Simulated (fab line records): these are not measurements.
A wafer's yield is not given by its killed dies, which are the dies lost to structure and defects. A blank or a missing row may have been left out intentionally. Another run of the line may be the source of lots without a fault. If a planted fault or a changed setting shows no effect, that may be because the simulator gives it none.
Split-lot study -- flow n5 finfet -- 7 lots, 21 wafers read, on a route of 1938 steps

== THE SPLIT ITSELF ==
At N5_BEOL_M6_TRENCH_ETCH_37 (etches SiCOH lowk in C4F6/O2, target depth 94.435 nm, time 31.5 s), the setting source w was moved away from the recipe's 345 W on 8 of the 21 wafers read, by -5.2% to +15.5%. The other wafers ran this setting at the recipe's value.

== FROM THE SPLIT TO THE READING: what the file shows between them, 12 steps ==
- N5_BEOL_M6_ETCH_41: etches SiCN in CH3F/O2, target depth 29.7 nm, time 52 s
- N5_BEOL_M6_STRIP_80: strips in N2/H2, time 10 s
- N5_BEOL_M6_OCD_MEAS_38
- N5_BEOL_M6_ALD_77: deposits TaN, target thk 2 nm, pulse time 2 s, purge time 3 s (also split here: ald cycles)
- N5_BEOL_M6_SURFACE_TREAT_79
- N5_BEOL_M6_CVD_78: deposits Co from CCTBA/H2, target thk 2 nm, time 142.3 s
- N5_BEOL_M6_ECD_50: material Cu, target thk 300 nm
- N5_BEOL_M6_ANNEAL_51: time 90 s
- N5_BEOL_M6_CMP_52: polishes, stops on SiCOH lowk, t overpolish 6.9 s, target thk 80 nm
- N5_BEOL_M6_THK_MEAS_53: measures by xrf
- N5_BEOL_M6_PRE_CLEAN_55: time 15 s
- N5_BEOL_M6_DEP_56: deposits SiCN from 3MS/NH3, target thk 10 nm, time 17.5 s

== THE READING ==
M6_RS, in ohm/sq, at N5_BEOL_M6_RS_MEAS_57 (measures by four-point-probe). Fault-free wafers of this fab line usually give 0.285 ohm/sq, standard deviation 0.0065 ohm/sq.

wafer,"tool, chamber at the split","source w as run, W",against the recipe,"M6_RS, ohm/sq",against lot-mates on the recipe
L081.1,"rie diel-03, 0",345,recipe,0.282,-
L081.2,"rie diel-03, 1",345,recipe,0.289,-
L081.6,"rie diel-03, 0",345,recipe,0.288,-
L083.1,"rie diel-04, 2",345,recipe,0.276,-
L083.2,"rie diel-04, 1",398.5,+15.5%,0.261,-0.015
L083.4,"rie diel-04, 0",398.5,+15.5%,0.253,-0.023
L088.1,"rie diel-04, 0",372.3,+7.9%,0.265,-0.015
L088.5,"rie diel-04, 1",345,recipe,0.285,-
L088.6,"rie diel-04, 0",345,recipe,0.275,-
L090.2,"rie diel-03, 0",345,recipe,0.289,-
L090.3,"rie diel-03, 3",387.6,+12.3%,0.269,-0.020
L090.4,"rie diel-03, 2",387.6,+12.3%,0.267,-0.022
L091.2,"rie diel-04, 0",367.3,+6.5%,0.262,-0.011
L091.3,"rie diel-04, 2",367.3,+6.5%,0.266,-0.007
L091.5,"rie diel-04, 3",345,recipe,0.273,-
L093.2,"rie diel-03, 1",345,recipe,0.279,-
L093.3,"rie diel-03, 0",345,recipe,0.283,-
L093.4,"rie diel-03, 3",327,-5.2%,0.294,+0.013
L092.3,"rie diel-03, 1",345,recipe,0.283,-
L092.4,"rie diel-03, 2",345,recipe,0.274,-
L092.6,"rie diel-03, 0",345,recipe,0.284,-

FIT RESULTS
A straight line over all 21 wafers: M6_RS changes by -0.00157 ohm/sq for each +1% of source w; r = -0.86; the points scatter about the line by 0.0058 ohm/sq.
The same after taking each lot's own level away (the mean of its wafers on the recipe; 21 wafers): -0.00149 ohm/sq for each +1%; r = -0.92; scatter 0.0038 ohm/sq.
According to that fit, moving source w by its largest amount changes the reading by 0.023 ohm/sq.
The span of the lots' own levels, 0.2730 to 0.2890 ohm/sq, comes to 2.5 times the standard deviation stated above.
So the lot-to-lot level changes the slope little: the two slopes agree.
Check: -0.0255 ohm/sq against its lot-mates is what the line predicts for one of the wafers moved furthest among these (+15.5%) when that wafer is left out of the fit. It came out at -0.015 ohm/sq against them.

== THESE WAFERS: OTHER SPLITS ==
Other splits were also applied to these wafers ahead of the reading. Each is held against what the fit with the lots' levels taken away leaves over:
other split on the same wafers,wafers away from the commonest value,r with M6_RS (lot level and that fit taken away)
N5_BEOL_M5_COAT_05 spin rpm,6,+0.24
N5_BEOL_M6_ALD_77 ald cycles,10,+0.25

== THE WHOLE CHAIN: every reading that the file lists as answering this split, in the file's order ==
step,what it does,reading,change (the file's fit),r (the file's)
N5_BEOL_M6_TRENCH_ETCH_37,"etches SiCOH lowk in C4F6/O2, target depth 94.435 nm, time 31.5 s","etch.depth nm (the simulator's own value, which no gauge read)",+0.371 nm for each +1% of the setting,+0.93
N5_BEOL_M6_TRENCH_ETCH_37,"etches SiCOH lowk in C4F6/O2, target depth 94.435 nm, time 31.5 s","BEOL_M6.feature depth nm (the simulator's own value, which no gauge read)",+0.371 nm for each +1% of the setting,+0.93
N5_BEOL_M6_OCD_MEAS_38,,trench depth nm,+0.359 nm for each +1% of the setting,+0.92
N5_BEOL_M6_CMP_52,"polishes, stops on SiCOH lowk, t overpolish 6.9 s, target thk 80 nm","Cu_of_BEOL_M6_ECD_50.thk nm (the simulator's own value, which no gauge read)",+0.39 nm for each +1% of the setting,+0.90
N5_BEOL_M6_THK_MEAS_53,measures by xrf,M6_THK,+0.398 for each +1% of the setting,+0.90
N5_BEOL_M6_RS_MEAS_57,measures by four-point-probe,M6_RS,-0.00151 for each +1% of the setting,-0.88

== FILE'S OWN FIT ==
M6_RS changes by -0.00151 ohm/sq for each +1% of source w, r = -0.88.
